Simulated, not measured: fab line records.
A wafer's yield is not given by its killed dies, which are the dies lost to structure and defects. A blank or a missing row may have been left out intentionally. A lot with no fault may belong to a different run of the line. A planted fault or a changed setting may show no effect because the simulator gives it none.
fab line records    flow n5Finfet    part 2 of 2: steps 31 to 43 of 43
record: lots: 5  wafers: 15  lastDay: 17
route steps=1938 shown WELL_APT@22 PMOS_HMC_CHANNEL_EPI@57
lots that met no fault: taken from a fault-free run of the same line
startH: the number of hours between the record's first day and the start of the first shown wafer of the lot    waitH: time in hours since the lot's previous step    " repeats the value in the row above    L1.1+2: a single row standing in for several wafers    - value missing, or start not given    * or withheld: withheld    < > ~ a bound
route shown NAME@n: NAME is a module with steps in the file, n the number in the route of the first one    usual: average and standard deviation across the fault-free wafers    same: alike in all rows    chamber/n: place in a boat    sites: readings site by site    _std_site: the standard deviation of these    _edge_site: outer sites' mean less inner sites'    radiusMm: how far each site lies from the wafer's centre    mask NAME#n: copy n    behind: the tool/chamber that last shaped the wafer    hold: reason for holding the lot/hours on hold/outcome of the hold    device: which transistor (n, p or np) failed to switch    end of line: the route-end tests of the same wafers    a step given without rows: its recipe and nothing more    killed: count of dies lost to structure and defects at first sort (not the wafer's yield)    map: a wafer's dies, marking killed ones x, the rest . and places with no die _
set.NAME: the run value of the setting; set.NAME@STEP: its run value at that earlier step    model.NAME: the simulator's own value behind a step, which no gauge read
lots seen at some steps along the route; tables by step, rows by wafer
services: the hour from which a tool's chamber was out of use, counted from the record's first day as startH (under 0 if before that day), plus the number of hours and why
== steps ==
step: N5_WELL_APT_PRECLEAN_36
recipe: chemistry: O3/DIW  timeS: 45  tempC: 22  o3Ppm: 10
lot.wafer   tool         chamber  startH  waitH
L079.2+4+6  wetBench-03  4,6,0    46.26   0.0
L083.1+4+5  wetBench-02  7,1,0    71.25   0.0
L084.2+3+4  wetBench-02  5,1,6    75.93   0.0
L093.1+2+4  wetBench-02  5,7,0    129.97  0.0
L095.3+5+6  wetBench-02  2,6,3    142.23  0.0
step: N5_WELL_APT_PRECLEAN_39
recipe: chemistry: dHF  timeS: 60  dilution: 150:1  tempC: 25
lot.wafer   tool         chamber  startH  waitH
L079.2+4+6  wetBench-03  4,6,0    46.27   0.0
L083.1+4+5  wetBench-02  7,1,0    71.26   0.0
L084.2+3+4  wetBench-02  5,1,6    75.95   0.0
L093.1+2+4  wetBench-02  5,7,0    129.98  0.0
L095.3+5+6  wetBench-02  2,6,3    142.25  0.0
step: N5_WELL_APT_SRD_37
recipe: dry: ipaMarangoni  doPpb: 5  timeS: 30  tempC: 23  rinseLiquid: diw
lot.wafer   tool         chamber  startH  waitH
L079.2+4+6  wetBench-03  4,6,0    46.29   0.0
L083.1+4+5  wetBench-02  7,1,0    71.28   0.0
L084.2+3+4  wetBench-02  5,1,6    75.96   0.0
L093.1+2+4  wetBench-02  5,7,0    130.00  0.0
L095.3+5+6  wetBench-02  2,6,3    142.26  0.0
step: N5_WELL_APT_EPI_41
recipe: material: Si  targetThkA: 500  tempC: 650  precursor: SiH4/H2  pressureTorr: 20  timeS: 297.7
usual: throttleValvePct: 11.57/0.25
lot.wafer  tool         chamber  startH  waitH  throttleValvePct
L079.2     epiRpcvd-01  0        46.44   0.1    11.75
L079.4     "            0        "       "      11.75
L079.6     "            0        "       "      11.88
L083.1     epiRpcvd-04  0        71.33   0.0    11.53
L083.4     "            0        "       "      11.76
L083.5     "            0        "       "      11.61
L084.2     epiRpcvd-01  0        76.11   0.1    11.64
L084.3     "            0        "       "      11.69
L084.4     "            0        "       "      11.70
L093.1     epiRpcvd-01  0        130.05  0.0    11.55
L093.2     "            0        "       "      11.56
L093.4     "            0        "       "      11.59
L095.3     epiRpcvd-04  0        142.58  0.3    11.78
L095.5     "            0        "       "      11.55
L095.6     "            0        "       "      11.56
step: N5_WELL_APT_INSPECT_38
recipe: inspectInstrument: darkfield  mode: postEpi
usual: rawDefectCount: 13/5.9
lot.wafer  tool              chamber  startH  waitH  rawDefectCount
L079.2     defectInspect-02  -        46.98   0.4    20
L079.4     "                 -        "       "      15
L079.6     "                 -        "       "      17
L083.1     defectInspect-01  -        71.96   0.5    13
L083.4     "                 -        "       "      10
L083.5     "                 -        "       "      36
L084.2     defectInspect-01  -        76.65   0.4    14
L084.3     "                 -        "       "      18
L084.4     "                 -        "       "      19
L093.1     defectInspect-02  -        130.89  0.7    11
L093.2     "                 -        "       "      19
L093.4     "                 -        "       "      7
L095.3     defectInspect-02  -        143.15  0.4    17
L095.5     "                 -        "       "      8
L095.6     "                 -        "       "      7
step: N5_PMOS_HMC_CHANNEL_EPI_HM_DEP_34
recipe: material: SiO2  targetThkA: 360  tempC: 400  precursor: TEOS/O2  pressureTorr: 6.5  rfW: 900  teosFlowSccm: 161.4  gas: O2  flowSccm: 2650  timeS: 6.9
usual: heaterPowerW: 549/81  showerheadPlenumPTorr: 8.36/0.042  throttleValvePct: 18.6/0.96
lot.wafer  tool      chamber  startH  waitH  heaterPowerW  showerheadPlenumPTorr  throttleValvePct
L079.2     pecvd-04  0        47.02   0.0    439           8.31                   19.3
L079.4     "         1        "       "      643           8.39                   18.2
L079.6     "         1        "       "      636           8.42                   18.0
L083.1     pecvd-04  2        72.00   0.0    630           8.34                   16.8
L083.4     "         1        "       "      524           8.39                   18.3
L083.5     "         0        "       "      488           8.32                   19.4
L084.2     pecvd-01  2        76.69   0.0    465           8.31                   16.8
L084.3     "         2        "       "      471           8.34                   17.2
L084.4     "         1        "       "      552           8.40                   18.6
L093.1     pecvd-01  2        130.92  0.0    420           8.33                   17.1
L093.2     "         0        "       "      494           8.32                   19.8
L093.4     "         2        "       "      422           8.31                   16.8
L095.3     pecvd-03  0        143.18  0.0    681           8.42                   18.7
L095.5     "         0        "       "      526           8.42                   18.9
L095.6     "         1        "       "      526           8.39                   19.8
step: N5_PMOS_HMC_CHANNEL_EPI_COAT_31
recipe: resist: BARC  tempC: 205  timeS: 60  spinRpm: 1500  resistThkNm: 66
lot.wafer   tool           chamber  startH  waitH
L079.2+4+6  lithoTrack-01  0        47.09   0.1
L083.1+4+5  lithoTrack-04  0        72.05   0.0
L084.2+3+4  lithoTrack-04  0        76.76   0.1
L093.1+2+4  lithoTrack-01  0        130.98  0.0
L095.3+5+6  lithoTrack-04  0        143.24  0.0
step: N5_PMOS_HMC_CHANNEL_EPI_COAT_03
recipe: resist: CAR-ArF-block  spinRpm: 1500  resistThkNm: 205
lot.wafer   tool           chamber  startH  waitH
L079.2+4+6  lithoTrack-01  0        -       -
L083.1+4+5  lithoTrack-04  0        -       -
L084.2+3+4  lithoTrack-04  0        -       -
L093.1+2+4  lithoTrack-01  0        -       -
L095.3+5+6  lithoTrack-04  0        -       -
step: N5_PMOS_HMC_CHANNEL_EPI_EBR_05
recipe: solvent: PGMEA  ebrWidthMm: 1.5
lot.wafer   tool           chamber  startH  waitH
L079.2+4+6  lithoTrack-01  0        -       -
L083.1+4+5  lithoTrack-04  0        -       -
L084.2+3+4  lithoTrack-04  0        -       -
L093.1+2+4  lithoTrack-01  0        -       -
L095.3+5+6  lithoTrack-04  0        -       -
step: N5_PMOS_HMC_CHANNEL_EPI_SOFTBAKE_04
recipe: tempC: 110  timeS: 60  resist: CAR-ArF-block
lot.wafer   tool           chamber  startH  waitH
L079.2+4+6  lithoTrack-01  0        -       -
L083.1+4+5  lithoTrack-04  0        -       -
L084.2+3+4  lithoTrack-04  0        -       -
L093.1+2+4  lithoTrack-01  0        -       -
L095.3+5+6  lithoTrack-04  0        -       -
step: N5_PMOS_HMC_CHANNEL_EPI_EXPOSE_06
recipe: maskId: PMOS_HMC_BLK  na: 1.35  sourceShape: conventional  sigmaOuter: 0.8  polarization: unpolarized  targetCdNm: 240  doseMj: 41
usual: reticleTempC: 22.97/0.1
lot.wafer  tool            chamber  startH  waitH  mask            reticleTempC
L079.2     arfiScanner-03  0        47.32   -      PMOS_HMC_BLK#0  22.90
L079.4     "               0        "       "      PMOS_HMC_BLK#0  23.12
L079.6     "               0        "       "      PMOS_HMC_BLK#0  23.17
L083.1     arfiScanner-02  0        72.28   -      PMOS_HMC_BLK#0  22.89
L083.4     "               0        "       "      PMOS_HMC_BLK#0  23.01
L083.5     "               0        "       "      PMOS_HMC_BLK#0  22.90
L084.2     arfiScanner-01  0        76.99   -      PMOS_HMC_BLK#0  22.98
L084.3     "               0        "       "      PMOS_HMC_BLK#0  22.87
L084.4     "               0        "       "      PMOS_HMC_BLK#0  23.05
L093.1     arfiScanner-03  0        131.20  -      PMOS_HMC_BLK#0  22.81
L093.2     "               0        "       "      PMOS_HMC_BLK#0  22.95
L093.4     "               0        "       "      PMOS_HMC_BLK#0  22.83
L095.3     arfiScanner-01  0        143.48  -      PMOS_HMC_BLK#0  22.81
L095.5     "               0        "       "      PMOS_HMC_BLK#0  22.94
L095.6     "               0        "       "      PMOS_HMC_BLK#0  22.87
step: N5_PMOS_HMC_CHANNEL_EPI_PEB_07
recipe: pebTempC: 110  pebTimeS: 60  resist: CAR-ArF-block
lot.wafer   tool           chamber  startH  waitH
L079.2+4+6  lithoTrack-01  0        47.37   0.0
L083.1+4+5  lithoTrack-04  0        72.34   0.1
L084.2+3+4  lithoTrack-01  0        77.04   0.0
L093.1+2+4  lithoTrack-05  0        131.26  0.1
L095.3+5+6  lithoTrack-01  0        143.52  0.0
step: N5_PMOS_HMC_CHANNEL_EPI_DEVELOP_08
recipe: developTimeS: 30  developer: TMAH  resist: CAR-ArF-block  devTempC: 23  rinseLiquid: diw  dry: airSpin
lot.wafer   tool           chamber  startH  waitH
L079.2+4+6  lithoTrack-01  0        -       -
L083.1+4+5  lithoTrack-04  0        -       -
L084.2+3+4  lithoTrack-01  0        -       -
L093.1+2+4  lithoTrack-05  0        -       -
L095.3+5+6  lithoTrack-01  0        -       -
== services ==
tool            chamber  startH  hours  kind
krfScanner-02   -        21.97   6.2    repair
rieDiel-01      -        27.47   0.9    repair
krfScanner-01   -        29.37   0.8    pm
pecvd-01        -        33.86   28.5   repair
rieDiel-06      1        35.52   4.5    repair
rieDiel-06      1        41.28   3.1    repair
arfiScanner-01  -        42.38   2.0    repair
krfScanner-02   -        47.12   7.2    pm
arfiScanner-03  -        51.16   0.8    pm
arfiScanner-03  -        60.62   1.3    pm
rieDiel-06      3        73.64   6.6    repair
krfScanner-02   -        75.30   1.0    pm
rtpAnneal-02    -        77.37   4.4    pm
krfScanner-02   -        80.62   3.6    pm
rieDiel-05      2        80.74   5.5    repair
pecvd-01        -        87.76   6.9    repair
arfiScanner-01  -        88.73   0.8    pm
krfScanner-02   -        97.21   1.3    pm
wetBench-02     -        107.12  2.6    repair
rieDiel-05      0        110.92  6.6    repair
krfScanner-01   -        113.13  1.0    pm
krfScanner-01   -        116.04  3.0    pm
rieDiel-06      1        116.06  7.0    repair
epiRpcvd-01     -        134.94  2.3    repair
